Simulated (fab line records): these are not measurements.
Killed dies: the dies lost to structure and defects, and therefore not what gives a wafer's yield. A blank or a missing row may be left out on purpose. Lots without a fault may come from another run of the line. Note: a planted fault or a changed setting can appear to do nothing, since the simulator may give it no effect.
Matching of chambers | flow nandHarc | NHARC_A_STAIRCASE_ALD_415 on aldHk-03: 4 sister chambers
The step deposits SiO2, target thk 30 nm, pulse time 6 s, ald cycles 300. 7 wafers are shown with their chamber, then 7 later ones without.

WAFERS WITH THEIR CHAMBER
wafer  | chamber | heaterPowerOuterW (W) | heaterPowerW (W)
L084.2 | 2       | 212                   | 417
L084.5 | 3       | 264                   | 496
L088.6 | 2       | 216                   | 433
L091.4 | 0       | 245                   | 463
L091.5 | 1       | 238                   | 431
L095.2 | 1       | 243                   | 422
L095.4 | 0       | 252                   | 467

WAFERS WITH NO CHAMBER GIVEN
wafer  | heaterPowerOuterW (W) | heaterPowerW (W)
L095.6 | 263                   | 473
L096.1 | 241                   | 429
L096.2 | 258                   | 468
L096.5 | 227                   | 449
L097.1 | 238                   | 417
L097.2 | 265                   | 484
L097.6 | 230                   | 442

THE CHAMBER EACH PASSED THROUGH
wafer  | from the rows above          | in truth
L095.6 | can't be placed: 3 or 0      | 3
L096.1 | 1                            | 1
L096.2 | can't be placed: 0 or 3      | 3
L096.5 | can't be placed: 1 or 2 or 0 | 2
L097.1 | 1                            | 1
L097.2 | 3                            | 3
L097.6 | can't be placed: 1 or 2      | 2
Correct placement for 3 of the 7. Unplaceable from these rows: 4, with the true chamber sitting among the candidates in 4. Number placed wrongly: 0.
How it was worked out, from the rows above alone: a wafer's distance from a chamber is the root of the sum, over the readings, of the square of ((its reading less the chamber's mean) divided by the reading's scatter). The wafer belongs to the nearest chamber; if the next one is less than 2 further off, it can't be placed. Each chamber's mean is taken over the wafers shown for it. How the scatter is found: for the shown wafers, subtract from each reading the mean of its chamber, square and add these, divide the total by (wafers less chambers), then take the root.
